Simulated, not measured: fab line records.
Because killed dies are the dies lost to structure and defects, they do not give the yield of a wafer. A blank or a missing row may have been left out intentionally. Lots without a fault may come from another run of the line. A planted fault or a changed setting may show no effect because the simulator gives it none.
Lot-split experiment ; flow n5-finfet ; 39 wafers read from 7 lots, route of 1938 steps

ON THE SPLIT
At N5_GATE_CUT_ETCH_58 (etches SiNx in CH3F/O2, target depth 17 nm, time 128.6 s), the setting time-s was moved away from the recipe's 128.6 s on 15 of the 39 wafers read, by -20.3% to +20.4%. All remaining wafers had this setting at the recipe value.

The reading is taken at the split's own step.

THE READING
SiNx_of_SDB_ALD_29.thk-nm (the simulator's own value, which no gauge read), in nm, at N5_GATE_CUT_ETCH_58 (etches SiNx in CH3F/O2, target depth 17 nm, time 128.6 s). The file gives no usual value for it. Average 24.5 nm, standard deviation 0.15 nm, over the 24 wafers here run with the recipe.

wafer;tool, chamber at the split;time-s as run, s;against the recipe;SiNx_of_SDB_ALD_29.thk-nm, nm;against lot-mates on the recipe
L077.1;rie-diel-02, 2;128.6;recipe;24.4;-
L077.2;rie-diel-02, 1;128.6;recipe;24.6;-
L077.3;rie-diel-02, 3;128.6;recipe;24.4;-
L077.4;rie-diel-02, 0;154.8;+20.4%;24;-0.5
L077.5;rie-diel-02, 3;154.8;+20.4%;24;-0.5
L077.6;rie-diel-02, 0;154.8;+20.4%;24;-0.5
L080.1;rie-diel-02, 1;149.7;+16.4%;24;-0.6
L080.2;rie-diel-02, 0;128.6;recipe;24.4;-
L080.3;rie-diel-02, 2;149.7;+16.4%;24.4;-0.2
L080.4;rie-diel-02, 3;149.7;+16.4%;24.2;-0.4
L080.5;rie-diel-02, 1;128.6;recipe;24.8;-
L080.6;rie-diel-02, 0;128.6;recipe;24.6;-
L081.1;rie-diel-04, 1;128.6;recipe;24.6;-
L081.2;rie-diel-04, 0;128.6;recipe;24.4;-
L081.3;rie-diel-04, 3;128.6;recipe;24.4;-
L081.4;rie-diel-04, 2;149.6;+16.3%;24;-0.5
L081.5;rie-diel-04, 2;149.6;+16.3%;24;-0.5
L081.6;rie-diel-04, 3;149.6;+16.3%;24;-0.5
L088.2;rie-diel-04, 0;128.6;recipe;24.4;-
L088.3;rie-diel-04, 2;128.6;recipe;24.4;-
L088.5;rie-diel-04, 1;128.6;recipe;24.4;-
L092.1;rie-diel-04, 1;136.6;+6.2%;24.2;-0.1
L092.2;rie-diel-04, 3;136.6;+6.2%;24.2;-0.1
L092.3;rie-diel-04, 0;128.6;recipe;24.4;-
L092.4;rie-diel-04, 2;136.6;+6.2%;24.2;-0.1
L092.5;rie-diel-04, 1;128.6;recipe;24.4;-
L092.6;rie-diel-04, 0;128.6;recipe;24.2;-
L094.1;rie-diel-02, 2;102.5;-20.3%;25.2;+0.5
L094.2;rie-diel-02, 0;128.6;recipe;24.8;-
L094.3;rie-diel-02, 3;102.5;-20.3%;25.2;+0.5
L094.4;rie-diel-02, 1;128.6;recipe;24.6;-
L094.5;rie-diel-02, 1;128.6;recipe;24.8;-
L094.6;rie-diel-02, 0;102.5;-20.3%;25;+0.3
L096.1;rie-diel-03, 1;128.6;recipe;24.4;-
L096.2;rie-diel-03, 0;128.6;recipe;24.6;-
L096.3;rie-diel-03, 2;128.6;recipe;24.6;-
L096.4;rie-diel-03, 3;128.6;recipe;24.6;-
L096.5;rie-diel-03, 0;128.6;recipe;24.6;-
L096.6;rie-diel-03, 3;128.6;recipe;24.4;-

FIT RESULTS
A straight line over all 39 wafers: SiNx_of_SDB_ALD_29.thk-nm changes by -0.0275 nm for each +1% of time-s; r = -0.88; the points scatter about the line by 0.15 nm.
The same after taking each lot's own level away (the mean of its wafers on the recipe; 39 wafers): -0.0229 nm for each +1%; r = -0.92; scatter 0.1 nm.
That fit puts the effect of the largest move of time-s on the reading at 0.47 nm.
The span of the lots' own levels, 24.33 to 24.73 nm, comes to 2.6 times the standard deviation stated above.
So the lot-to-lot level changes the slope: the two fits differ.
Check: with one of the wafers moved furthest among these (+20.4%) left out of the fit, the line predicts -0.482 nm for it against its lot-mates. It came out at -0.467 nm against them.

ADDITIONAL SPLITS CARRIED BY THESE WAFERS
Note: prior to the reading, these wafers also went through further splits. Each is held against what the fit with the lots' levels taken away leaves over:
other split on the same wafers;wafers away from the commonest value;r with SiNx_of_SDB_ALD_29.thk-nm (lot level and that fit taken away)
N5_PMOS_HMC_CHANNEL_EPI_FIN_RECESS_16 time-s;9;+0.04
N5_DUMMY_GATE_EXPOSE_12 dose-mj;18;+0.04
N5_HKMG_FIN_ETCH_58 target-depth-a;12;-0.08

THE WHOLE CHAIN: every reading that the file lists as answering this split, in the file's order
step;what it does;reading;change (the file's fit);r (the file's)
N5_GATE_CUT_ETCH_58;etches SiNx in CH3F/O2, target depth 17 nm, time 128.6 s;etch.depth-nm (the simulator's own value, which no gauge read);+0.165 nm for each +1% of the setting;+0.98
N5_GATE_CUT_ETCH_58;etches SiNx in CH3F/O2, target depth 17 nm, time 128.6 s;SiNx_of_SDB_ALD_29.thk-nm (the simulator's own value, which no gauge read);-0.0233 nm for each +1% of the setting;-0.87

FILE'S OWN FIT
SiNx_of_SDB_ALD_29.thk-nm changes by -0.0233 nm for each +1% of time-s, r = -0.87.
